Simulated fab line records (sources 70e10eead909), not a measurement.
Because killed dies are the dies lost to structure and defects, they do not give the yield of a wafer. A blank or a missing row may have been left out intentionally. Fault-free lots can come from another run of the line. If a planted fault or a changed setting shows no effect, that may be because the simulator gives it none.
2 desks, one fault -- flow nand harc -- every desk sees just its own numbers, and what lay behind them comes last

## METROLOGY DESK
What the gauges read, lot by lot, whatever tool the lot ran on: means of the sampled wafers that have a number. If a lot's mean is further than 4 standard deviations from the usual mean, the lot is out of limits and carries the mark OUT (the distance appears in the brackets).
Columns: A = thk nm at NHARC_A_SOURCE_PLATE_THK_MEAS_06, usual 200.5 nm; B = thk nm at NHARC_A_ONON_D1_THK_MEAS_27, usual 1000 nm; C = thk nm at NHARC_A_ONON_D1_THK_MEAS_34, usual 200.5 nm; D = cd nm at NHARC_A_CHANNEL_HOLE_D1_CD_MEAS_10, usual 99.8 nm
lot,first seen here,A,B,C,D
L901,day 7 11:54,197.8,999,200.7,100.1
L903,day 7 19:11,200.3,992,200.3,99.7
L904,day 8 02:50,202.3,1005,198.5,99.9
L905,day 8 09:38,198.4,1011,202.3,100.1
L907,day 8 20:28,200.8,1008,202.6,99.2
L906,day 8 20:29,201.7,989,199.0,99.7
L910,day 9 08:37,201.9,1001,202.5,99.6
L909,day 9 08:38,200.4,1005,197.3,99.6
L908,day 9 08:38,197.6,997,200.4,99.8
L911,day 10 01:37,197.5,1017,201.9,100.5
L912,day 10 01:37,201.8,1001,201.6,99.6
L917,day 11 16:49,202.1,1875 (+87) OUT,-,-
L919,day 12 03:38,205.1,1883 (+88) OUT,-,-
L924,day 13 05:01,201.6,1002,199.9,99.4
Finding of this desk: L917, L919 out of limits; the first was L917 at day 12 06:22, on thk nm at NHARC_A_ONON_D1_THK_MEAS_27. In limits: L901, L903, L904, L905, L907, L906, L910, L909, L908, L911, L912, L924.

## FOR THE TOOL OWNER'S DESK: pecvd onon-03
The tool's own readings at NHARC_A_ONON_D1_DEP_25 (target thk 1000 nm): means of the sampled wafers that have a number, for each lot that ran on this tool. If a lot's mean is further than 4 standard deviations from the usual mean, the lot is out of limits and carries the mark OUT (the distance appears in the brackets).
Columns: A = n2o flow sccm at NHARC_A_ONON_D1_DEP_25, usual 2000 sccm
lot,first seen here,A
L901,day 8 00:07,2001
L903,day 8 08:05,2004
L907,day 9 07:41,2004
L908,day 9 19:50,1996
L912,day 10 15:53,1996
L917,day 12 05:54,1997
L919,day 12 15:54,2005
This desk's finding: nothing out of limits on any of the 7 lots.

## TAKEN TOGETHER
The metrology desk could have raised an alarm at day 12 06:22, on L917, L919.
Nothing out of limits was seen by the tool owner's desk.
On record at the tool owner's desk: L917, L919, within its limits.
All the named lots went through NHARC_A_ONON_D1_DEP_25 on pecvd onon-03.

## WHAT THE SIMULATOR HAD INSERTED
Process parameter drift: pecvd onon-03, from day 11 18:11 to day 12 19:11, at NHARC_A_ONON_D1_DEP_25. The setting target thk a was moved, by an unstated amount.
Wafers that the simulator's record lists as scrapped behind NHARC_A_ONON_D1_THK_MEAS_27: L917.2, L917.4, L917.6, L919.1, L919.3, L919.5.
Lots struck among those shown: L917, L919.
Hours from the fault's start to each desk's first reading out of limits: the metrology desk, 12.
